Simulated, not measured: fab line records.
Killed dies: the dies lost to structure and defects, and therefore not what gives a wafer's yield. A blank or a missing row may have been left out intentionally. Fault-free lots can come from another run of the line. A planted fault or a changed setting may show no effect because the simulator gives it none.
fab line records    flow nandHarc
record: lots: 6  wafers: 18  lastDay: 31
route steps=1302 shown A_BONDPAD@1217 END@1302
lots that met no fault: from a run of the same line without faults
startH: hours from the record's opening day to when the first of the lot's shown wafers began    waitH: time in hours since the lot's previous step    " unchanged from the row above    L1.1+2: a single row standing in for several wafers    - value missing, or start not given    * or withheld: withheld    < > ~ a bound
route shown NAME@n: names a module that has steps shown in the file, with the first one's number in the route    usual: average and standard deviation across the fault-free wafers    same: alike in all rows    chamber/n: place in a boat    sites: per-site readings    _std_site: how widely they spread, as a standard deviation    _edge_site: inner sites' mean taken away from outer sites' mean    radiusMm: how far each site lies from the wafer's centre    mask NAME#n: copy n    behind: the last tool/chamber to shape the wafer    hold: why the lot went on hold/how many hours it stayed there/how the hold came to an end    device: the n, p or np transistor that did not switch    end of line: tests run on the same wafers once the route is complete    for a step that has no rows: nothing shown but its recipe    killed: not the wafer's yield, but the dies lost to structure and defects at the first sort    map: per-die view of a wafer (x killed, . not killed, _ where there is no die)
set.NAME: the setting as run; set.NAME@STEP: as run at that earlier step    model.NAME: the simulator's own value behind a step, which no gauge read
lots at some steps of the route; a table a step, a row a wafer
services: from which hour (startH, from the record's first day; less than 0 if before it) a tool's chamber was out of use, for how many hours, and why
== steps ==
step: NHARC_A_BONDPAD_HARDBAKE_10
recipe: tempC: 118  timeS: 65
step: NHARC_A_BONDPAD_DESCUM_11
recipe: timeS: 3  o2FlowSccm: 200  arFlowSccm: 0  biasPowerW: 0  chemistry: O2
step: NHARC_A_BONDPAD_ETCH_34
recipe: targetDepthA: 600  overetchA: 180  timeS: 65.91  ionEnergyEv: 200  n2FlowSccm: 150  h2FlowSccm: 150  arFlowSccm: 0  rfW: 400  biasW: 150  chemistry: N2/H2
usual: drypumpMotorCurrentA: 5.9/0.35  n2FlowSccm: 149.9/0.41  oesProductAu: 1.004/0.0097  rfVppV: 430.9/2.6  showerheadPlenumPTorr: 2.06/0.093  throttleValvePct: 14.170/0.0089
lot.wafer  tool        chamber  startH  waitH  drypumpMotorCurrentA  n2FlowSccm  oesProductAu  rfHoursCounterH  rfVppV  showerheadPlenumPTorr  throttleValvePct
L750.1     rieDiel-07  2        571.08  0.1    6.1                   149.3       0.997         2                435.8   2.19                   14.175
L750.3     "           3        "       "      5.9                   150.8       0.990         2                431.0   2.05                   14.168
L750.4     "           0        "       "      5.7                   149.4       1.019         3                428.9   1.96                   14.173
L756.3     rieDiel-07  3        622.39  0.1    5.9                   149.6       0.986         4                431.4   2.05                   14.159
L756.2     "           0        "       "      5.7                   150.3       1.008         5                427.9   1.96                   14.155
L756.5     "           2        "       "      6.1                   150.0       1.007         -                434.4   2.19                   14.164
L757.4     rieDiel-07  3        629.42  0.1    5.9                   149.8       0.988         4                430.2   2.05                   14.179
L757.1     "           1        "       "      6.3                   149.8       1.014         5                430.2   2.02                   14.175
L757.5     "           0        "       "      5.7                   150.0       1.019         -                428.7   1.96                   14.162
L760.1     rieDiel-01  0        644.49  0.1    6.0                   149.8       1.018         14               428.2   1.92                   14.161
L760.3     "           2        "       "      4.9                   150.5       1.005         13               430.4   2.05                   14.171
L760.6     "           1        "       "      5.0                   150.2       1.015         -                434.2   2.20                   14.172
L761.1     rieDiel-07  2        701.05  0.1    6.1                   150.6       1.007         1                434.8   2.19                   14.171
L761.4     "           1        "       "      6.3                   150.2       1.009         1                431.7   2.02                   14.170
L761.6     "           2        "       "      6.1                   150.4       1.005         -                435.9   2.19                   14.166
L767.3     rieDiel-07  3        717.00  0.1    5.9                   149.6       1.005         1                431.7   2.04                   14.164
L767.2     "           0        "       "      5.7                   150.1       0.993         1                429.2   1.96                   14.177
L767.6     "           3        "       "      5.9                   149.7       1.005         -                430.6   2.04                   14.180
step: NHARC_A_BONDPAD_ETCH_12
recipe: targetDepthA: 2200  timeS: 110  chf3FlowSccm: 50  o2FlowSccm: 10  arFlowSccm: 200  rfW: 500  biasW: 200  chemistry: CHF3/O2
step: NHARC_A_BONDPAD_CD_MEAS_13
usual: cdNm: 499.0/2
lot.wafer  tool      chamber  startH  waitH  cdNm
L750.1     cdSem-03  -        571.31  -      496.5
L750.3     "         -        "       "      497.3
L750.4     "         -        "       "      498.8
L756.2     cdSem-01  -        622.62  -      497.2
L756.3     "         -        "       "      500.5
L756.5     "         -        "       "      496.0
L757.1     cdSem-02  -        629.65  -      500.6
L757.4     "         -        "       "      500.2
L757.5     "         -        "       "      499.2
L760.1     cdSem-03  -        644.72  -      501.0
L760.3     "         -        "       "      496.9
L760.6     "         -        "       "      497.5
L761.1     cdSem-03  -        701.28  -      501.7
L761.4     "         -        "       "      498.4
L761.6     "         -        "       "      501.8
L767.2     cdSem-02  -        717.23  -      495.9
L767.3     "         -        "       "      498.7
L767.6     "         -        "       "      497.4
step: NHARC_A_BONDPAD_STRIP_15
recipe: o2FlowSccm: 500  arFlowSccm: 0  biasW: 0  chemistry: O2
usual: drypumpMotorCurrentA: 5.8/0.44  oesProductAu: 1.003/0.011  rfVppV: 57.9/0.93  showerheadPlenumPTorr: 3.55/0.16  throttleValvePct: 17.037/0.01
lot.wafer  tool        chamber  startH  waitH  drypumpMotorCurrentA  oesProductAu  rfHoursCounterH  rfVppV  showerheadPlenumPTorr  throttleValvePct
L750.1     rieDiel-11  1        571.39  0.1    5.8                   0.984         41               56.5    3.39                   17.023
L750.4     "           3        "       "      5.4                   0.999         43               58.0    3.75                   17.008
L750.3     "           0        "       "      6.3                   0.988         44               58.2    3.45                   17.031
L756.3     rieDiel-01  0        622.69  0.1    6.0                   1.001         12               57.6    3.34                   17.015
L756.2     "           3        "       "      6.3                   1.013         12               57.5    3.37                   17.039
L756.5     "           1        "       "      4.9                   1.001         -                58.2    3.78                   17.038
L757.4     rieDiel-11  2        629.73  0.1    5.5                   0.999         3                59.0    3.81                   17.050
L757.1     "           3        "       "      5.3                   1.006         2                58.2    3.74                   17.040
L757.5     "           2        "       "      5.5                   1.012         -                57.6    3.81                   17.041
L760.1     rieDiel-11  3        644.80  0.1    5.4                   1.012         9                59.0    3.74                   17.044
L760.3     "           0        "       "      6.3                   1.000         8                58.5    3.44                   17.039
L760.6     "           3        "       "      5.4                   1.016         -                57.4    3.74                   17.032
L761.1     rieDiel-01  1        701.37  0.1    5.0                   1.023         24               59.1    3.78                   17.038
L761.4     "           3        "       "      6.3                   1.016         25               57.3    3.36                   17.053
L761.6     "           0        "       "      6.0                   1.008         -                56.3    3.33                   17.021
L767.2     rieDiel-07  1        717.30  0.1    6.3                   1.005         1                58.2    3.50                   17.043
L767.3     "           0        "       "      5.7                   1.001         1                56.0    3.40                   17.036
L767.6     "           1        "       "      6.3                   1.011         -                58.1    3.50                   17.044
step: NHARC_A_BONDPAD_ETCH_24
recipe: targetDepthA: 300  overEtchFrac: 0.3  timeS: 72.99  ionEnergyEv: 150  cf4FlowSccm: 50  n2FlowSccm: 100  arFlowSccm: 150  rfW: 300  biasW: 100  chemistry: CF4/N2
step: NHARC_A_BONDPAD_STRIP_16
recipe: timeS: 600  tempC: 30  chemistry: postEtchResidueRemover
step: NHARC_A_BONDPAD_DEGAS_25
recipe: tempC: 300  timeS: 60
step: NHARC_A_BONDPAD_PRE_CLEAN_26
recipe: timeS: 30  tempC: 280  gas: H2/He
step: NHARC_A_BONDPAD_PVD_17
recipe: targetThkA: 50  biasV: 168.6  powerW: 15000  chamberPressurePa: 0.12  timeS: 8.06  substrateTempC: 50  material: TaN
step: NHARC_A_BONDPAD_PVD_27
recipe: targetThkA: 300  chamberPressurePa: 5  powerW: 5000  substrateTempC: 30  timeS: 20.49  material: Cu
usual: chamberPressurePa: 5.001/0.01  substrateTempC: 29.99/0.11  throttleValvePct: 30.4/0.89
lot.wafer  tool           chamber  startH  waitH  chamberPressurePa  substrateTempC  throttleValvePct
L750.4     pvdSputter-01  -        -       -      4.989              29.86           30.2
L750.3     "              -        "       "      5.010              29.95           32.4
L750.1     "              -        "       "      4.995              30.02           29.4
L756.3     pvdSputter-02  -        -       -      5.001              30.11           29.3
L756.2     "              -        "       "      5.010              29.96           30.1
L756.5     "              -        "       "      5.001              29.81           29.1
L757.4     pvdSputter-02  -        -       -      5.010              30.06           31.5
L757.1     "              -        "       "      4.997              30.09           28.7
L757.5     "              -        "       "      5.007              29.97           31.5
L760.1     pvdSputter-03  -        -       -      5.013              29.90           30.4
L760.3     "              -        "       "      5.012              30.04           30.6
L760.6     "              -        "       "      5.001              30.10           31.6
L761.4     pvdSputter-01  -        -       -      5.002              29.81           31.0
L761.1     "              -        "       "      5.007              29.99           29.7
L761.6     "              -        "       "      4.985              30.14           31.5
L767.3     pvdSputter-01  -        -       -      4.990              30.01           29.7
L767.2     "              -        "       "      5.000              30.09           31.8
L767.6     "              -        "       "      5.010              29.99           29.7
step: NHARC_A_BONDPAD_ECD_18
recipe: targetThkA: 4000  bathTempC: 25  material: Cu
lot.wafer   tool      chamber  startH  waitH
L750.1+3+4  ecdCu-01  1,1,0    572.30  -
L756.2+3+5  ecdCu-02  1        623.65  -
L757.1+4+5  ecdCu-02  1,0,1    630.65  -
L760.1+3+6  ecdCu-02  0,1,1    645.76  -
L761.1+4+6  ecdCu-02  1,0,0    702.27  -
L767.2+3+6  ecdCu-02  0,0,1    718.21  -
step: NHARC_A_BONDPAD_ANNEAL_28
recipe: tempC: 225  timeS: 90
usual: wafer_temp_C_max: 226.2/0.51
lot.wafer  tool          chamber  startH  waitH  wafer_temp_C_max
L750.1     rtpAnneal-02  0        572.68  0.3    227.1
L750.3     "             0        "       "      226.6
L750.4     "             0        "       "      226.9
L756.2     rtpAnneal-02  0        624.03  0.3    226.3
L756.3     "             0        "       "      226.5
L756.5     "             0        "       "      226.6
L757.1     rtpAnneal-02  0        631.02  -      226.8
L757.4     "             0        "       "      226.2
L757.5     "             0        "       "      226.3
L760.1     rtpAnneal-02  0        646.13  -      227.1
L760.3     "             0        "       "      226.8
L760.6     "             0        "       "      226.7
L761.1     rtpAnneal-01  0        702.64  -      225.7
L761.4     "             0        "       "      225.6
L761.6     "             0        "       "      225.6
L767.2     rtpAnneal-01  0        718.64  0.4    225.5
L767.3     "             0        "       "      225.7
L767.6     "             0        "       "      225.5
step: NHARC_A_BONDPAD_CMP_19
recipe: tOverpolishS: 30  cuRecessTouchS: 16  targetThkNm: 169.82
usual: motorCurrentA: 11.5/1.2  overpolishRunS: 29.999/0.0085
lot.wafer  tool    chamber  startH  waitH  motorCurrentA  overpolishRunS
L750.3     cmp-04  3        573.03  -      10.4           30.006
L750.4     "       1        "       "      11.7           29.999
L750.1     "       2        "       "      12.9           30.003
L756.3     cmp-02  0        624.34  -      10.8           30.008
L756.2     "       1        "       "      10.1           29.995
L756.5     "       0        "       "      11.3           29.985
L757.4     cmp-03  3        631.37  -      12.1           29.998
L757.1     "       0        "       "      11.9           30.007
L757.5     "       3        "       "      12.2           30.001
L760.1     cmp-04  1        646.48  -      12.3           30.007
L760.3     "       0        "       "      9.6            29.989
L760.6     "       2        "       "      12.6           29.999
L761.1     cmp-02  0        702.99  -      10.9           29.995
L761.4     "       1        "       "      10.4           30.010
L761.6     "       1        "       "      10.2           30.001
L767.2     cmp-02  3        718.96  -      13.0           29.996
L767.3     "       0        "       "      10.7           30.013
L767.6     "       3        "       "      13.5           29.993
step: NHARC_A_BONDPAD_SRD_21
recipe: timeS: 30  tempC: 23  dryTimeS: 20  spinRpm: 1500
step: NHARC_A_BONDPAD_INSPECT_23
usual: rawDefectCount: 564/130
lot.wafer  tool              chamber  startH  waitH  rawDefectCount
L750.1     defectInspect-02  -        573.59  0.0    491
L750.3     "                 -        "       "      491
L750.4     "                 -        "       "      533
L756.2     defectInspect-02  -        624.92  0.0    560
L756.3     "                 -        "       "      454
L756.5     "                 -        "       "      471
L757.1     defectInspect-02  -        631.89  0.0    765
L757.4     "                 -        "       "      411
L757.5     "                 -        "       "      405
L760.1     defectInspect-02  -        647.03  0.0    902
L760.3     "                 -        "       "      631
L760.6     "                 -        "       "      631
L761.1     defectInspect-02  -        703.53  0.0    779
L761.4     "                 -        "       "      530
L761.6     "                 -        "       "      487
L767.2     defectInspect-02  -        719.46  0.0    747
L767.3     "                 -        "       "      958
L767.6     "                 -        "       "      826
step: NHARC_END_SORT_01
recipe: tempC: 25
usual: defectLimitedYield: 90.2/2.3  killedAtArray: 62/15  killedAtOther: 0.8/1  killedAtPeriphery: 3.7/2.6  killedDies: 66/15  killedOpen: 3.1/1.8  killedShort: 2.6/1.7
same: grossDies: 677
lot.wafer  tool       chamber  startH  waitH  defectLimitedYield[%]  killedAtArray  killedAtOther  killedAtPeriphery  killedDies  killedOpen  killedShort
L750.1     prober-02  0        600.32  2.5    93.4                   41             1              3                  45          2           1
L750.3     prober-02  0        601.92  3.1    93.4                   45             0              0                  45          3           4
L750.4     prober-02  0        602.72  3.4    94.5                   34             0              3                  37          3           2
L756.2     prober-01  0        656.05  2.8    89.8                   66             0              3                  69          3           0
L756.3     prober-01  0        656.85  3.1    91.4                   56             0              2                  58          4           0
L756.5     prober-01  0        658.44  3.7    91.1                   58             0              2                  60          3           3
L757.1     prober-02  0        659.57  2.4    90.3                   59             2              5                  66          3           5
L757.4     prober-02  0        661.98  3.4    92.3                   46             0              6                  52          1           0
L757.5     prober-02  0        662.78  3.7    90.3                   61             1              4                  66          4           5
L760.1     prober-02  0        674.60  2.5    85.1                   100            0              1                  101         4           4
L760.3     prober-02  0        676.18  3.1    85.8                   91             0              5                  96          5           2
L760.6     prober-02  0        678.56  4.0    87.4                   83             0              2                  85          4           1
L761.1     prober-01  0        732.65  2.5    0.1                    672            1              3                  676         0           2
L761.4     prober-01  0        735.03  3.4    0                      671            0              6                  677         2           2
L761.6     prober-01  0        736.63  4.0    0.1                    673            1              2                  676         1           0
L767.2     prober-01  0        748.34  2.8    0                      675            1              1                  677         1           2
L767.3     prober-01  0        749.14  3.1    0.1                    672            2              2                  676         1           4
L767.6     prober-01  0        751.53  4.0    0.1                    675            0              1                  676         2           3
killed by level:class
L750.1 A_CHANNEL_HOLE_D2:chamberFilmFlake=30 P_BONDPAD:chamberFilmFlake=3 A_CHANNEL_HOLE_D1:chamberFilmFlake=3 A_STAIRCASE:chamberFilmFlake=2 A_CONTACT:chamberFilmFlake=2 A_CHANNEL_FILL_D1:geometricParticle:short=1 A_CHANNEL_FILL_D2:geometricParticle:open=1 A_M0:geometricParticle:open=1
L750.3 A_CHANNEL_HOLE_D2:chamberFilmFlake=29 A_STAIRCASE:chamberFilmFlake=3 A_CHANNEL_HOLE_D1:chamberFilmFlake=2 A_CONTACT:chamberFilmFlake=2 A_SOURCE_PLATE:geometricParticle:short=1 A_CHANNEL_FILL_D1:geometricParticle:short=1 A_DECK1_JOINT:geometricParticle:short=1 A_CHANNEL_HOLE_D2:geometricParticle:short=1
L750.4 A_CHANNEL_HOLE_D2:chamberFilmFlake=20 A_STAIRCASE:chamberFilmFlake=4 A_ONON_D2:geometricParticle:short=2 P_ZERO_WELL:chamberFilmFlake=2 A_CHANNEL_HOLE_D1:chamberFilmFlake=2 A_CONTACT:chamberFilmFlake=2 A_CONTACT:geometricParticle:open=1 A_BLC:geometricParticle:open=1
L756.2 A_CHANNEL_HOLE_D1:chamberFilmFlake=35 A_CHANNEL_HOLE_D2:chamberFilmFlake=15 A_CONTACT:chamberFilmFlake=9 P_M0:chamberFilmFlake=2 A_M0:chamberFilmFlake=2 P_CONTACT:geometricParticle:open=1 A_CHANNEL_FILL_D1:geometricParticle:open=1 A_WL_FILL:geometricParticle:open=1
L756.3 A_CHANNEL_HOLE_D1:chamberFilmFlake=29 A_CHANNEL_HOLE_D2:chamberFilmFlake=12 A_CONTACT:chamberFilmFlake=7 A_STAIRCASE:chamberFilmFlake=2 P_M0:geometricParticle:open=1 A_CHANNEL_HOLE_D1:geometricParticle:open=1 A_ONON_D2:geometricParticle:open=1 A_M1:geometricParticle:open=1
L756.5 A_CHANNEL_HOLE_D1:chamberFilmFlake=35 A_CHANNEL_HOLE_D2:chamberFilmFlake=9 A_CONTACT:chamberFilmFlake=6 A_M0:chamberFilmFlake=2 P_M0:geometricParticle:open=1 A_CHANNEL_FILL_D1:geometricParticle:short=1 A_DECK1_JOINT:geometricParticle:open=1 A_ONON_D2:geometricParticle:short=1
L757.1 A_SLIT:chamberFilmFlake=33 A_CHANNEL_HOLE_D2:chamberFilmFlake=13 A_CONTACT:chamberFilmFlake=3 A_ONON_D2:geometricParticle:short=2 A_M0:geometricParticle:short=2 P_STI:chamberFilmFlake=2 THIN_TSV:chamberFilmFlake=2 P_CONTACT:geometricParticle:open=1
L757.4 A_SLIT:chamberFilmFlake=26 A_CHANNEL_HOLE_D2:chamberFilmFlake=11 A_CHANNEL_HOLE_D1:chamberFilmFlake=3 A_CONTACT:chamberFilmFlake=3 P_STI:chamberFilmFlake=2 P_M2:chamberFilmFlake=2 P_CONTACT:geometricParticle:open=1 P_M0:chamberFilmFlake=1
L757.5 A_SLIT:chamberFilmFlake=34 A_CHANNEL_HOLE_D2:chamberFilmFlake=10 A_CHANNEL_HOLE_D1:chamberFilmFlake=7 P_STI:chamberFilmFlake=4 A_DECK1_JOINT:geometricParticle:short=2 A_ONON_D2:geometricParticle:open=2 A_ONON_D1:geometricParticle:short=1 A_ONON_D1:geometricParticle:open=1
L760.1 A_SLIT:chamberFilmFlake=29 A_CHANNEL_HOLE_D1:chamberFilmFlake=28 A_CHANNEL_HOLE_D2:chamberFilmFlake=27 A_STAIRCASE:chamberFilmFlake=5 A_ONON_D1:geometricParticle:open=3 A_CHANNEL_FILL_D1:chamberFilmFlake=2 A_SOURCE_PLATE:geometricParticle:short=1 A_CHANNEL_FILL_D1:geometricParticle:short=1
L760.3 A_SLIT:chamberFilmFlake=32 A_CHANNEL_HOLE_D1:chamberFilmFlake=30 A_CHANNEL_HOLE_D2:chamberFilmFlake=20 A_DECK1_JOINT:chamberFilmFlake=3 P_M0:geometricParticle:short=2 A_CONTACT:chamberFilmFlake=2 P_STI:geometricParticle:open=1 P_CONTACT:geometricParticle:open=1
L760.6 A_SLIT:chamberFilmFlake=31 A_CHANNEL_HOLE_D1:chamberFilmFlake=23 A_CHANNEL_HOLE_D2:chamberFilmFlake=21 P_M0:geometricParticle:open=1 A_SOURCE_PLATE:geometricParticle:short=1 A_SOURCE_PLATE:geometricParticle:open=1 A_CHANNEL_HOLE_D2:geometricParticle:open=1 A_WL_FILL:geometricParticle:open=1
L761.1 A_BONDPAD:areaEcd=608 A_SLIT:chamberFilmFlake=20 A_CHANNEL_HOLE_D2:chamberFilmFlake=16 A_CHANNEL_HOLE_D1:chamberFilmFlake=10 A_STAIRCASE:chamberFilmFlake=7 A_CONTACT:chamberFilmFlake=5 P_BONDPAD:chamberFilmFlake=2 A_CHANNEL_FILL_D2:chamberFilmFlake=2
L761.4 A_BONDPAD:areaEcd=613 A_SLIT:chamberFilmFlake=23 A_CHANNEL_HOLE_D2:chamberFilmFlake=19 A_CHANNEL_HOLE_D1:chamberFilmFlake=7 P_BONDPAD:chamberFilmFlake=4 A_CONTACT:chamberFilmFlake=4 A_STAIRCASE:chamberFilmFlake=2 P_GATE:geometricParticle:short=1
L761.6 A_BONDPAD:areaEcd=618 A_SLIT:chamberFilmFlake=25 A_CHANNEL_HOLE_D2:chamberFilmFlake=16 A_CHANNEL_HOLE_D1:chamberFilmFlake=7 A_CONTACT:chamberFilmFlake=5 P_GATE:geometricParticle:open=1 P_BONDPAD:chamberFilmFlake=1 A_DECK1_JOINT:chamberFilmFlake=1
L767.2 A_BONDPAD:areaEcd=599 A_SLIT:chamberFilmFlake=30 A_CHANNEL_HOLE_D2:chamberFilmFlake=16 A_CHANNEL_HOLE_D1:chamberFilmFlake=13 A_WL_FILL:chamberFilmFlake=4 A_CHANNEL_FILL_D1:chamberFilmFlake=3 A_CONTACT:chamberFilmFlake=3 A_CHANNEL_HOLE_D2:geometricParticle:short=2
L767.3 A_BONDPAD:areaEcd=596 A_SLIT:chamberFilmFlake=23 A_CHANNEL_HOLE_D1:chamberFilmFlake=20 A_CHANNEL_HOLE_D2:chamberFilmFlake=18 A_STAIRCASE:chamberFilmFlake=5 A_DECK1_JOINT:geometricParticle:short=2 A_CHANNEL_FILL_D1:chamberFilmFlake=2 A_WL_FILL:chamberFilmFlake=2
L767.6 A_BONDPAD:areaEcd=594 A_SLIT:chamberFilmFlake=31 A_CHANNEL_HOLE_D2:chamberFilmFlake=19 A_CHANNEL_HOLE_D1:chamberFilmFlake=16 A_STAIRCASE:chamberFilmFlake=5 A_WL_FILL:chamberFilmFlake=3 A_ONON_D1:geometricParticle:open=1 A_DECK1_JOINT:geometricParticle:open=1
map L761.4 (x killed, . not)
____________x____________
_________xxxxxxx_________
_______xxxxxxxxxxx_______
______xxxxxxxxxxxxx______
_____xxxxxxxxxxxxxxx_____
____xxxxxxxxxxxxxxxxx____
____xxxxxxxxxxxxxxxxx____
___xxxxxxxxxxxxxxxxxxx___
___xxxxxxxxxxxxxxxxxxx___
__xxxxxxxxxxxxxxxxxxxxx__
__xxxxxxxxxxxxxxxxxxxxx__
_xxxxxxxxxxxxxxxxxxxxxxx_
_xxxxxxxxxxxxxxxxxxxxxxx_
_xxxxxxxxxxxxxxxxxxxxxxx_
_xxxxxxxxxxxxxxxxxxxxxxx_
_xxxxxxxxxxxxxxxxxxxxxxx_
xxxxxxxxxxxxxxxxxxxxxxxxx
xxxxxxxxxxxxxxxxxxxxxxxxx
xxxxxxxxxxxxxxxxxxxxxxxxx
xxxxxxxxxxxxxxxxxxxxxxxxx
xxxxxxxxxxxxxxxxxxxxxxxxx
_xxxxxxxxxxxxxxxxxxxxxxx_
_xxxxxxxxxxxxxxxxxxxxxxx_
_xxxxxxxxxxxxxxxxxxxxxxx_
_xxxxxxxxxxxxxxxxxxxxxxx_
_xxxxxxxxxxxxxxxxxxxxxxx_
__xxxxxxxxxxxxxxxxxxxxx__
__xxxxxxxxxxxxxxxxxxxxx__
___xxxxxxxxxxxxxxxxxxx___
___xxxxxxxxxxxxxxxxxxx___
____xxxxxxxxxxxxxxxxx____
____xxxxxxxxxxxxxxxxx____
_____xxxxxxxxxxxxxxx_____
______xxxxxxxxxxxxx______
_______xxxxxxxxxxx_______
_________xxxxxxx_________
____________x____________
map L767.2 (x killed, . not)
____________x____________
_________xxxxxxx_________
_______xxxxxxxxxxx_______
______xxxxxxxxxxxxx______
_____xxxxxxxxxxxxxxx_____
____xxxxxxxxxxxxxxxxx____
____xxxxxxxxxxxxxxxxx____
___xxxxxxxxxxxxxxxxxxx___
___xxxxxxxxxxxxxxxxxxx___
__xxxxxxxxxxxxxxxxxxxxx__
__xxxxxxxxxxxxxxxxxxxxx__
_xxxxxxxxxxxxxxxxxxxxxxx_
_xxxxxxxxxxxxxxxxxxxxxxx_
_xxxxxxxxxxxxxxxxxxxxxxx_
_xxxxxxxxxxxxxxxxxxxxxxx_
_xxxxxxxxxxxxxxxxxxxxxxx_
xxxxxxxxxxxxxxxxxxxxxxxxx
xxxxxxxxxxxxxxxxxxxxxxxxx
xxxxxxxxxxxxxxxxxxxxxxxxx
xxxxxxxxxxxxxxxxxxxxxxxxx
xxxxxxxxxxxxxxxxxxxxxxxxx
_xxxxxxxxxxxxxxxxxxxxxxx_
_xxxxxxxxxxxxxxxxxxxxxxx_
_xxxxxxxxxxxxxxxxxxxxxxx_
_xxxxxxxxxxxxxxxxxxxxxxx_
_xxxxxxxxxxxxxxxxxxxxxxx_
__xxxxxxxxxxxxxxxxxxxxx__
__xxxxxxxxxxxxxxxxxxxxx__
___xxxxxxxxxxxxxxxxxxx___
___xxxxxxxxxxxxxxxxxxx___
____xxxxxxxxxxxxxxxxx____
____xxxxxxxxxxxxxxxxx____
_____xxxxxxxxxxxxxxx_____
______xxxxxxxxxxxxx______
_______xxxxxxxxxxx_______
_________xxxxxxx_________
____________x____________
== services ==
tool           chamber  startH  hours  kind
rieDiel-07     -        547.11  0.3    repair
pvdSputter-03  -        548.23  4.0    repair
rieDiel-07     3        553.76  14.2   repair
cmp-03         -        554.24  4.0    pm
rieDiel-01     -        557.82  9.0    pm
pvdSputter-02  -        566.26  2.7    repair
cmp-04         -        568.24  3.2    repair
rieDiel-11     2        580.32  2.7    repair
pvdSputter-01  -        584.22  10.0   pm
cmp-03         -        591.50  5.3    repair
ecdCu-02       -        596.39  8.0    pm
cmp-04         -        602.51  4.0    pm
rieDiel-11     -        610.70  9.0    pm
cmp-02         -        624.67  4.0    pm
pvdSputter-01  -        628.54  2.7    repair
rieDiel-11     2        643.46  6.4    repair
pvdSputter-02  -        646.78  10.0   pm
rieDiel-07     -        648.20  9.0    pm
ecdCu-02       -        656.03  1.4    repair
ecdCu-02       -        684.81  0.3    repair
rieDiel-07     1        688.24  2.2    repair
cmp-04         -        700.51  4.0    pm
cmp-02         -        706.10  1.4    repair
cmp-04         -        710.66  0.5    repair
== key ==
firstSign: step: NHARC_END_SORT_01  reading: killedAtArray  direction: up  sigmas: 40  usual: 62  struck: 673
effect: step: NHARC_END_SORT_01  reading: defectLimitedYield  direction: down  sigmas: 39  usual: 90.2  struck: 0.1
moreKillsBornAt: NHARC_A_BONDPAD_ECD_18@ecdCu-02: 3628
metAt NHARC_A_BONDPAD_ECD_18
struckWafers L761.1,L761.4,L761.6,L767.2,L767.3,L767.6
laterRowsLeftOut L761.1,L761.4,L761.6,L767.2,L767.3,L767.6
onsetBetween 645.76 702.27
alsoFits time
fault: kind: processParameterDrift  tool: ecdCu-02  chamber: -  onsetH: 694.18  steps: NHARC_A_BONDPAD_ECD_18  channel: targetThkA  offset: *  shape: step  endH: 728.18  actsIn: *  stated: *
laterRowsLeftOut: the simulator's readings of these wafers behind a module that went badly wrong aren't trusted and aren't shown, but for the sort
